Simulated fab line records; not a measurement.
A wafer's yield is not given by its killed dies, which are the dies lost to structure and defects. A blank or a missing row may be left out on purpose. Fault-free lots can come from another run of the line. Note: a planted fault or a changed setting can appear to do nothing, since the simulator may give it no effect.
Which of the tools did it? ; flow n5 finfet ; 21 lots, 63 wafers sampled, at 6 steps of a route of 1938

WHAT EACH GAUGE READ, for each wafer
N5_BEOL_M6_INSPECT_58: inspects for defects (darkfield).
lot;measured;on;raw defect count
L074;day 9 08:12;defect inspect-02;55 69 78
L075;day 9 12:46;defect inspect-01;77 76 79
L077;day 11 12:29;defect inspect-01;48 88 48
L078;day 11 14:16;defect inspect-02;49 74 68
L083;day 11 22:22;defect inspect-02;64 67 68
L076;day 11 22:33;defect inspect-02;82 92 96
L081;day 12 05:23;defect inspect-01;89 71 61
L080;day 12 08:23;defect inspect-02;25 46 52
L079;day 12 15:19;defect inspect-01;54 59 81
L082;day 12 17:38;defect inspect-01;126 156 93
L086;day 13 13:25;defect inspect-02;67 90 61
L085;day 13 13:43;defect inspect-01;113 56 67
L087;day 13 16:17;defect inspect-01;77 59 73
L088;day 13 16:35;defect inspect-01;106 96 57
L091;day 14 07:50;defect inspect-02;38 53 75
L090;day 15 06:13;defect inspect-01;48 70 83
L094;day 15 13:12;defect inspect-02;62 68 66
L092;day 15 13:27;defect inspect-02;93 61 103
L095;day 15 19:53;defect inspect-02;72 64 59
L096;day 16 10:40;defect inspect-02;76 70 56
L097;day 16 12:55;defect inspect-02;129 72 94

N5_BEOL_M7_CD_MEAS_28: the cd target is 40 nm.
lot;measured;on;cd nm (nm)
L074;day 9 11:46;cd sem-02;39.78 39.70 39.65
L075;day 9 17:43;cd sem-01;39.93 39.82 40.06
L077;day 11 14:46;cd sem-01;39.90 39.44 39.73
L078;day 11 18:13;cd sem-03;40.07 39.63 39.83
L083;day 12 03:34;cd sem-02;39.98 40.25 40.03
L076;day 12 02:01;cd sem-03;39.51 39.92 39.59
L081;day 12 10:22;cd sem-03;39.52 40.17 39.99
L080;day 12 14:19;cd sem-02;40.06 39.66 39.67
L079;day 12 20:55;cd sem-01;40.00 39.56 40.17
L082;day 12 23:37;cd sem-02;39.84 39.91 39.59
L086;day 13 18:21;cd sem-02;39.53 39.96 39.78
L085;day 13 18:31;cd sem-01;39.78 40.08 39.74
L087;day 13 23:05;cd sem-03;39.72 39.52 39.96
L088;day 13 23:17;cd sem-03;39.38 39.94 39.57
L091;day 14 12:46;cd sem-03;40.06 40.14 40.07
L090;day 15 08:53;cd sem-02;39.75 39.70 40.19
L094;day 15 16:36;cd sem-02;39.82 39.66 39.88
L092;day 15 19:48;cd sem-02;39.83 39.78 39.93
L095;day 16 00:16;cd sem-01;40.40 39.79 39.67
L096;day 16 13:44;cd sem-02;39.32 39.36 39.74
L097;day 16 17:37;cd sem-03;39.55 39.93 39.90

N5_BEOL_M7_OCD_MEAS_38.
lot;measured;on;trench depth nm (nm)
L074;day 9 12:20;ocd-02;87.5 90.1 95.8
L075;day 9 18:16;ocd-01;91.2 92.0 90.9
L077;day 11 15:31;ocd-01;95.4 92.6 92.6
L078;day 11 18:55;ocd-02;95.5 93.6 93.3
L083;day 12 04:14;ocd-01;92.2 91.9 92.2
L076;day 12 02:34;ocd-02;92.3 93.6 92.4
L081;day 12 11:00;ocd-02;91.8 94.6 91.0
L080;day 12 14:52;ocd-02;92.4 93.1 94.2
L079;day 12 21:43;ocd-02;97.4 92.3 92.8
L082;day 13 00:11;ocd-01;94.9 93.6 93.6
L086;day 13 19:02;ocd-02;94.9 91.8 92.2
L085;day 13 19:05;ocd-01;95.8 95.9 91.4
L087;day 13 23:38;ocd-01;92.4 94.3 94.3
L088;day 14 00:14;ocd-01;91.5 94.4 92.3
L091;day 14 13:42;ocd-01;92.6 90.4 92.5
L090;day 15 09:26;ocd-02;90.5 95.4 95.0
L094;day 15 17:10;ocd-02;91.9 93.7 92.4
L092;day 15 20:21;ocd-01;96.3 96.3 93.4
L095;day 16 00:49;ocd-02;90.6 95.3 92.2
L096;day 16 14:43;ocd-02;93.1 93.0 98.8
L097;day 16 18:38;ocd-01;91.0 91.7 91.3

TOOL THAT RAN EACH LOT (tool first, then ch and the chambers of the sampled wafers, then the start)
lot;N5_BEOL_M6_ETCH_65;N5_BEOL_M6_ETCH_66;N5_BEOL_M7_STRIP_19
L074;rie diel-04 ch 0,1,2, day 9 05:28;rie diel-04 ch 0,1,2, day 9 05:30;rie diel-05 ch 0,1,3, day 9 11:11
L075;rie diel-02 ch 0,3, day 9 10:00;rie diel-02 ch 0,3, day 9 10:02;rie diel-05 ch 0,1,3, day 9 14:30
L077;rie diel-03 ch 0,3, day 11 06:57;rie diel-03 ch 0,3, day 11 06:59;rie diel-05 ch 1,3, day 11 14:16
L078;rie diel-02 ch 0,1,3, day 11 11:23;rie diel-02 ch 0,1,3, day 11 11:25;rie diel-06 ch 0,1,3, day 11 17:08
L083;rie diel-04 ch 1,3, day 11 18:37;rie diel-04 ch 1,3, day 11 18:38;rie diel-06 ch 1,3, day 12 00:30
L076;rie diel-03 ch 0,3, day 11 18:40;rie diel-03 ch 0,3, day 11 18:42;rie diel-06 ch 2,3, day 12 00:46
L081;rie diel-02 ch 1,2,3, day 12 02:17;rie diel-02 ch 1,2,3, day 12 02:18;rie diel-06 ch 0,1,3, day 12 08:43
L080;rie diel-04 ch 0,2,3, day 12 03:51;rie diel-04 ch 0,2,3, day 12 03:53;rie diel-01 ch 0,1,2, day 12 12:02
L079;rie diel-04 ch 0,2,3, day 12 10:58;rie diel-04 ch 0,2,3, day 12 11:00;rie diel-06 ch 0,1,3, day 12 18:09
L082;rie diel-03 ch 0,3, day 12 14:37;rie diel-03 ch 0,3, day 12 14:38;rie diel-06 ch 0,3, day 12 21:17
L086;rie diel-04 ch 0,1,3, day 13 10:07;rie diel-04 ch 0,1,3, day 13 10:09;rie diel-05 ch 0,1,2, day 13 16:31
L085;rie diel-03 ch 0,1,2, day 13 10:15;rie diel-03 ch 0,1,2, day 13 10:17;rie diel-01 ch 0,2,3, day 13 16:41
L087;rie diel-03 ch 0,2,3, day 13 11:45;rie diel-03 ch 0,2,3, day 13 11:47;rie diel-05 ch 0,1, day 13 20:17
L088;rie diel-03 ch 0,2,3, day 13 12:08;rie diel-03 ch 0,2,3, day 13 12:10;rie diel-05 ch 0,1,3, day 13 20:37
L091;rie diel-02 ch 0,3, day 14 04:05;rie diel-02 ch 0,3, day 14 04:07;rie diel-06 ch 1,3, day 14 11:07
L090;rie diel-04 ch 0,2,3, day 15 03:08;rie diel-04 ch 0,2,3, day 15 03:10;rie diel-05 ch 0,1,2, day 15 08:29
L094;rie diel-03 ch 0,3, day 15 09:14;rie diel-03 ch 0,3, day 15 09:16;rie diel-06 ch 2,3, day 15 16:14
L092;rie diel-02 ch 0,1,2, day 15 09:14;rie diel-02 ch 0,1,2, day 15 09:16;rie diel-01 ch 0,2, day 15 16:38
L095;rie diel-02 ch 1,2, day 15 15:19;rie diel-02 ch 1,2, day 15 15:21;rie diel-06 ch 0,3, day 15 22:06
L096;rie diel-04 ch 0,3, day 16 05:44;rie diel-04 ch 0,3, day 16 05:46;rie diel-05 ch 1,2, day 16 12:55
L097;rie diel-04 ch 0,1,2, day 16 09:22;rie diel-04 ch 0,1,2, day 16 09:23;rie diel-01 ch 0,1,2, day 16 15:44
- N5_BEOL_M6_ETCH_65: etches SiARC in CF4, target depth 15.6 nm, time 26 s.
- N5_BEOL_M6_ETCH_66: etches SOC in N2/H2, target depth 80 nm, overetch 16 nm, time 120 s.
- N5_BEOL_M7_STRIP_19: strips in O2.

WHAT THE TOOLS THEMSELVES READ (means of the sampled wafers that have a number; where no wafer has one, the mark that the record gives instead)
N5_BEOL_M6_ETCH_65.
lot;tool;bias w (W);chamber pressure mTorr (mTorr);drypump motor current A (A);etch rf on time s (s);mfc ar sccm (sccm);oes product au (a.u.);rf vpp V (V);showerhead plenum p Torr (Torr);throttle valve pct (%)
L074;rie diel-04;36.05;40.02;5.9;25.8;100.12;0.68;185.3;2.20;15.56
L075;rie diel-02;36.08;39.99;5.9;25.3;99.91;0.76;183.5;2.12;15.49
L077;rie diel-03;35.98;40.02;5.0;25.7;100.09;0.72;185.5;2.20;15.49
L078;rie diel-02;35.94;40.01;5.8;25.9;100.21;0.75;183.6;2.12;15.59
L083;rie diel-04;36.00;39.99;5.8;25.6;99.93;0.67;183.6;2.13;15.70
L076;rie diel-03;35.97;40.00;4.9;25.3;99.91;0.72;184.7;2.20;15.51
L081;rie diel-02;36.00;39.96;5.5;26.1;99.97;0.72;184.2;2.14;15.44
L080;rie diel-04;35.78;40.01;6.0;26.1;99.87;0.70;184.8;2.20;15.52
L079;rie diel-04;36.09;40.03;6.0;26.1;100.01;0.69;185.3;2.20;15.53
L082;rie diel-03;35.94;40.02;4.9;25.5;100.20;0.71;185.3;2.19;15.52
L086;rie diel-04;35.91;39.99;5.8;26.1;100.18;0.64;184.7;2.15;15.67
L085;rie diel-03;35.97;40.01;5.3;25.5;100.06;0.70;184.1;2.10;15.57
L087;rie diel-03;36.02;40.02;5.0;25.5;99.96;0.68;183.6;2.15;15.68
L088;rie diel-03;35.96;40.00;5.0;25.8;100.03;0.67;184.3;2.15;15.68
L091;rie diel-02;36.06;39.99;6.1;25.7;99.98;0.69;184.0;2.13;15.76
L090;rie diel-04;35.99;40.02;6.0;25.5;100.06;0.76;184.5;2.20;15.39
L094;rie diel-03;36.00;40.01;4.9;25.5;100.07;0.69;184.5;2.19;15.55
L092;rie diel-02;35.93;39.99;5.7;25.4;99.94;0.68;184.3;2.15;15.68
L095;rie diel-02;35.98;40.01;5.4;25.7;99.78;0.71;184.0;2.13;15.56
L096;rie diel-04;35.96;39.96;5.9;25.2;99.86;0.78;184.2;2.17;15.32
L097;rie diel-04;35.91;39.99;5.9;25.3;99.92;0.71;184.9;2.18;15.51

N5_BEOL_M6_ETCH_66.
lot;tool;bias w (W);chamber pressure mTorr (mTorr);drypump motor current A (A);n2 flow sccm (sccm);oes product au (a.u.);rf vpp V (V);showerhead plenum p Torr (Torr);throttle valve pct (%)
L074;rie diel-04;150.0;30.001;5.9;200.1;0.61;525.7;2.63;17.84
L075;rie diel-02;149.9;30.024;5.9;199.4;0.67;523.8;2.49;17.44
L077;rie diel-03;149.9;29.962;4.9;200.1;0.64;526.0;2.60;17.55
L078;rie diel-02;149.7;30.017;5.8;200.4;0.67;523.5;2.50;17.67
L083;rie diel-04;150.2;30.008;5.8;200.3;0.60;523.8;2.55;17.97
L076;rie diel-03;149.6;30.003;5.0;200.5;0.64;526.1;2.60;17.56
L081;rie diel-02;150.0;29.972;5.5;199.6;0.65;524.5;2.53;17.63
L080;rie diel-04;150.3;29.992;6.0;199.9;0.62;526.9;2.65;17.81
L079;rie diel-04;150.0;30.012;6.0;200.0;0.63;526.1;2.65;17.82
L082;rie diel-03;149.8;30.008;5.0;199.9;0.63;526.4;2.60;17.58
L086;rie diel-04;150.2;29.987;5.8;199.8;0.58;523.6;2.59;17.97
L085;rie diel-03;149.8;30.008;5.3;199.4;0.62;522.5;2.47;17.64
L087;rie diel-03;150.6;29.980;5.1;200.1;0.60;524.0;2.54;17.72
L088;rie diel-03;149.8;30.000;5.1;199.7;0.59;524.5;2.54;17.73
L091;rie diel-02;150.3;29.984;6.1;199.5;0.61;523.8;2.50;17.68
L090;rie diel-04;150.3;29.978;6.0;200.1;0.68;526.2;2.64;17.70
L094;rie diel-03;149.9;29.992;5.0;199.8;0.61;526.0;2.59;17.62
L092;rie diel-02;150.2;29.991;5.7;199.7;0.60;524.0;2.55;17.84
L095;rie diel-02;150.1;30.035;5.4;199.8;0.63;524.4;2.54;17.87
L096;rie diel-04;149.9;30.005;5.9;200.3;0.68;525.3;2.62;17.70
L097;rie diel-04;150.5;30.027;5.9;200.3;0.63;525.0;2.61;17.79

N5_BEOL_M7_STRIP_19.
lot;tool;chamber pressure mTorr (mTorr);drypump motor current A (A);o2 flow sccm (sccm);oes product au (a.u.);rf vpp V (V);showerhead plenum p Torr (Torr);throttle valve pct (%)
L074;rie diel-05;30.02;5.6;225.2;0.76;4.1;2.03;16.69
L075;rie diel-05;30.01;5.6;225.2;0.75;3.9;2.03;16.69
L077;rie diel-05;29.97;5.5;224.5;0.77;4.0;2.01;16.52
L078;rie diel-06;30.02;5.9;225.1;0.75;3.8;2.10;16.54
L083;rie diel-06;30.01;5.7;225.0;0.79;3.5;2.11;16.52
L076;rie diel-06;30.03;5.6;225.4;0.79;3.8;2.13;16.65
L081;rie diel-06;29.98;5.9;224.3;0.75;3.4;2.10;16.56
L080;rie diel-01;30.00;5.8;224.9;0.76;4.0;2.09;16.59
L079;rie diel-06;30.03;5.9;224.2;0.75;4.1;2.10;16.54
L082;rie diel-06;30.00;5.7;225.3;0.75;4.2;2.16;16.60
L086;rie diel-05;30.02;5.6;224.9;0.80;3.0;2.05;16.90
L085;rie diel-01;30.01;5.7;225.2;0.78;3.1;2.09;16.48
L087;rie diel-05;30.02;5.4;225.3;0.69;3.9;2.02;16.99
L088;rie diel-05;30.00;5.6;225.0;0.73;3.7;2.02;16.74
L091;rie diel-06;30.01;6.0;224.8;0.74;3.5;2.04;16.52
L090;rie diel-05;30.00;5.5;225.3;0.77;4.0;2.05;16.93
L094;rie diel-06;29.99;5.8;225.6;0.75;3.6;2.08;16.82
L092;rie diel-01;30.00;5.7;224.9;0.84;3.3;2.07;16.43
L095;rie diel-06;29.99;5.6;224.4;0.77;3.6;2.16;16.62
L096;rie diel-05;30.00;5.4;225.2;0.76;3.5;2.02;17.01
L097;rie diel-01;29.97;5.8;224.9;0.81;4.2;2.08;16.52

THE ANSWER, worked out from the rows above alone
Rule: what is usual is taken from the lots themselves. The widest of any qualifying gaps counts: lots, ordered by their means at a reading, are off when they make up no more than a third of the lots, leave a main group of 4 or more, and stand apart from it by 3 or more times the standard deviation of that group's means. The tables above print the reading to a certain number of digits; a main group whose means all agree to those digits is not used. Also off: a lot with no number at a reading for which 4 or more lots have one. Any other lot the step has rows for is counted as sound. After the gauges, taken in route order, come the tools' own readings; for these a lot's mean is taken, as printed above. The first step at which some lot is off is used, and at that step the reading that is off furthest; a lot without a number counts as furthest.
No lot is off at any reading shown: from this, nothing can be told.

WHAT THE SIMULATOR HAD PUT IN
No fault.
